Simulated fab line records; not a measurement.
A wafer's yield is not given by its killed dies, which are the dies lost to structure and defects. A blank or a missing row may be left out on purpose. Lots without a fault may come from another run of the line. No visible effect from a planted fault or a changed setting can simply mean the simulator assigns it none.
What tool caused it? :: flow nand_harc :: 6 lots with 17 wafers sampled at 4 steps, on a route of 1302 steps

WHAT THE GAUGES SHOWED, per wafer
NHARC_A_ONON_D1_THK_MEAS_02: measures by ellipsometry.
lot: L415
measured: day 9 14:09
on: film_metro-01
thk_nm (nm): 989 992 991

lot: L417
measured: day 10 15:59
on: film_metro-02
thk_nm (nm): 681 681

lot: L425
measured: day 13 17:43
on: film_metro-02
thk_nm (nm): 984 983 985

lot: L426
measured: day 14 12:54
on: film_metro-02
thk_nm (nm): 1004 1002 1002

lot: L428
measured: day 15 04:27
on: film_metro-01
thk_nm (nm): 1005 1004 1006

lot: L431
measured: day 16 11:41
on: film_metro-01
thk_nm (nm): 996 996 996

WHICH TOOL RAN EACH LOT (tool, then ch and the chambers of the sampled wafers, then the start)
lot: L415
NHARC_P_BONDPAD_DEGAS_25: pvd_sputter-03, day 8 12:46
NHARC_A_ZERO_WELL_ETCH_19: rie_diel-07 ch 0,1,2, day 8 15:55
NHARC_A_ONON_D1_DEP_00: pecvd_onon-04 ch 0, day 9 13:42

lot: L417
NHARC_P_BONDPAD_DEGAS_25: pvd_sputter-01, day 9 14:38
NHARC_A_ZERO_WELL_ETCH_19: rie_diel-07 ch 0,3, day 9 17:49
NHARC_A_ONON_D1_DEP_00: pecvd_onon-01 ch 0, day 10 15:35

lot: L425
NHARC_P_BONDPAD_DEGAS_25: pvd_sputter-02, day 12 17:25
NHARC_A_ZERO_WELL_ETCH_19: rie_diel-07 ch 2,3, day 12 20:35
NHARC_A_ONON_D1_DEP_00: pecvd_onon-01 ch 0, day 13 17:19

lot: L426
NHARC_P_BONDPAD_DEGAS_25: pvd_sputter-03, day 13 09:47
NHARC_A_ZERO_WELL_ETCH_19: rie_diel-12 ch 0,1,2, day 13 12:52
NHARC_A_ONON_D1_DEP_00: pecvd_onon-04 ch 0, day 14 12:22

lot: L428
NHARC_P_BONDPAD_DEGAS_25: pvd_sputter-01, day 14 00:43
NHARC_A_ZERO_WELL_ETCH_19: rie_diel-07 ch 1,3, day 14 03:53
NHARC_A_ONON_D1_DEP_00: pecvd_onon-04 ch 0, day 15 03:56

lot: L431
NHARC_P_BONDPAD_DEGAS_25: pvd_sputter-01, day 15 09:47
NHARC_A_ZERO_WELL_ETCH_19: rie_diel-07 ch 1,2,3, day 15 12:57
NHARC_A_ONON_D1_DEP_00: pecvd_onon-01 ch 0, day 16 11:10
- NHARC_P_BONDPAD_DEGAS_25: time 60 s.
- NHARC_A_ZERO_WELL_ETCH_19: etches the open film in N2/H2, target depth 80 nm, overetch 24 nm, time 87.88 s.
- NHARC_A_ONON_D1_DEP_00: target thk 1000 nm.

THE ANSWER, worked out from the rows above alone
Rule: the usual values come from the lots themselves. The widest of any qualifying gaps counts: lots, ordered by their means at a reading, are off when they make up no more than a third of the lots, leave a main group of 4 or more, and stand apart from it by 3 or more times the standard deviation of that group's means. The tables above print the reading to a certain number of digits; a main group whose means all agree to those digits is not used. Also off: a lot with no number at a reading for which 4 or more lots have one. Any other lot the step has rows for is counted as sound.
Off at NHARC_A_ONON_D1_THK_MEAS_02 (thk_nm): L417. Main group: mean 996 nm, sd 7.7.
If a tool, at a process step before that reading, ran all the lots that are off and no sound lot after the first of them, it fits. Those tools and the gauges at NHARC_A_ONON_D1_THK_MEAS_02 are tried in the same way. Not one of the candidates tried fits.

WHAT THE SIMULATOR PUT IN
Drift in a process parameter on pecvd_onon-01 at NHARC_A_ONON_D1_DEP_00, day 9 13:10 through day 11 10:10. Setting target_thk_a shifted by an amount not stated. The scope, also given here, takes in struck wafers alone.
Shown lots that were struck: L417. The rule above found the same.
